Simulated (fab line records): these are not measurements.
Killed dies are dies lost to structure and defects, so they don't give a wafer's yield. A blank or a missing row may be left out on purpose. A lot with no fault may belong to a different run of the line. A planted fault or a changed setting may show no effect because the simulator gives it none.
Matching of chambers + flow nand harc + NHARC_P_M2_DESCUM_14 on rie diel-03 has 4 sister chambers
The step chemistry O2, time 3 s. 4 wafers are shown with their chamber, then 7 later ones without.

== WAFERS WITH THEIR CHAMBER ==
| wafer  | chamber | showerhead plenum p Torr (Torr) |
|--------|---------|---------------------------------|
| L087.3 | 1       | 1.85                            |
| L087.5 | 2       | 1.99                            |
| L090.2 | 3       | 1.84                            |
| L090.3 | 0       | 1.94                            |

== WAFERS WITHOUT THEIR CHAMBER ==
| wafer  | showerhead plenum p Torr (Torr) |
|--------|---------------------------------|
| L090.6 | 1.94                            |
| L090.1 | 1.85                            |
| L090.4 | 1.98                            |
| L090.5 | 1.85                            |
| L091.1 | 1.85                            |
| L091.3 | 1.94                            |
| L091.6 | 1.84                            |

== WHICH CHAMBER EACH WENT THROUGH ==
| wafer  | from the rows above | in truth |
|--------|---------------------|----------|
| L090.6 | 0                   | 0        |
| L090.1 | 1                   | 1        |
| L090.4 | 2                   | 2        |
| L090.5 | 1                   | 1        |
| L091.1 | 1                   | 1        |
| L091.3 | 0                   | 0        |
| L091.6 | 3                   | 3        |
7 of 7 placed correctly. Number that these rows cannot place: 0. Wrongly placed: 0.
How it was worked out, from the rows above alone: a wafer's distance from a chamber is the root of the sum, over the readings, of the square of ((its reading less the chamber's mean) divided by the reading's scatter). If the next closest chamber is less than 2 further off than the closest, the wafer can't be placed; otherwise it belongs to the closest. The mean given for a chamber averages the wafers shown for that chamber. The scatter: root of mean squared gap, hidden wafer to nearest shown wafer, with one shown wafer a chamber.
